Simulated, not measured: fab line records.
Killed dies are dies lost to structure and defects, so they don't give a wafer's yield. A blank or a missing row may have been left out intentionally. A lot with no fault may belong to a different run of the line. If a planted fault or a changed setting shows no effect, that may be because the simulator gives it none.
Comparing a struck lot with a sound one ; flow nandHarc ; 14 steps out of a route of 1302
Sound: these wafers, L922.1, L922.2, L922.6. Wafers struck: L933.1, L933.2, L933.6. The cause is named last.
Per side, at each step with rows, come the tool, then ch with its chambers, and then its first start. Under that, the readings that differ: sound wafers ; struck wafers ; difference of the means ; sigmas: that difference in standard deviations of wafers without a fault.
alike: readings with means less than 2 such deviations apart, plus words and numbers identical on both sides. not compared: withheld readings, readings lacking a value on some wafer, bounds such as >300 that could conceal the same value, and numbers that have no deviation in the record and whose values overlap.
The two part at a step that has a row with sigmas, a row that says differs or no value, or rows on one side only. When numbers do not overlap yet have no deviation, they are printed without sigmas and do not part them. A reading that every wafer of one side lacks parts them only if that side has two wafers or more.

NHARC_P_GATE_CD_MEAS_59 targets a cd of 720 nm.
  sound on cdSem-03 ch 0, day 6 14:50; struck on cdSem-01 ch 0, day 11 02:35
  alike: cdNm
then, 1 step without rows for these wafers: NHARC_P_GATE_HARDBAKE_60 (time 80 s).
NHARC_P_GATE_DESCUM_61: chemistry O2, time 3 s.
  sound on rieDiel-12 ch 0,2, day 6 15:01; struck on rieDiel-02 ch 0,2,3, day 11 02:46
  alike: drypumpMotorCurrentA, oesProductAu, rfVppV, showerheadPlenumPTorr, throttleValvePct
  not compared: rfHoursCounterH
after that, 1 step had no rows for these wafers: NHARC_P_GATE_IMPLANT_62.
NHARC_P_GATE_STRIP_112: strips in N2/H2, time 200 s.
  sound on plasmaAsher-01 ch 0,1, day 6 15:23; struck on plasmaAsher-01 ch 0,1, day 11 03:11
  alike: drypumpMotorCurrentA, heaterPowerW
  not compared: rfHoursCounterH
NHARC_P_GATE_STRIP_76: strips in O2.
  sound on plasmaAsher-01 ch 0,1, day 6 15:38; struck on plasmaAsher-01 ch 0,1, day 11 03:26
  alike: drypumpMotorCurrentA, heaterPowerW
  not compared: rfHoursCounterH
then, 6 steps without rows for these wafers: NHARC_P_GATE_STRIP_63 (strips in SPM, time 900 s); NHARC_P_GATE_DEHYDRATE_83 (time 120 s); NHARC_P_GATE_HMDS_84 (time 30 s); NHARC_P_GATE_COAT_85; NHARC_P_GATE_SOFTBAKE_86 (time 95 s); NHARC_P_GATE_EBR_87.
NHARC_P_GATE_EXPOSE_88: exposes mask P HVN, target cd 2000 nm.
  sound on krfScanner-03 ch 0, day 6 16:28; struck on krfScanner-01 ch 0, day 11 04:12
reading;sound;struck;difference;sigmas
model.P_GATE.overlayXNm (nm);0.1917 0.1917 0.1917;-133.7 -133.7 -133.7;-133.9;
  alike: mask
then, 1 step without rows for these wafers: NHARC_P_GATE_PEB_89 (peb time 85 s).

## WHERE THEY PART
Nowhere in this record.

WHY: what had been put in by the simulator
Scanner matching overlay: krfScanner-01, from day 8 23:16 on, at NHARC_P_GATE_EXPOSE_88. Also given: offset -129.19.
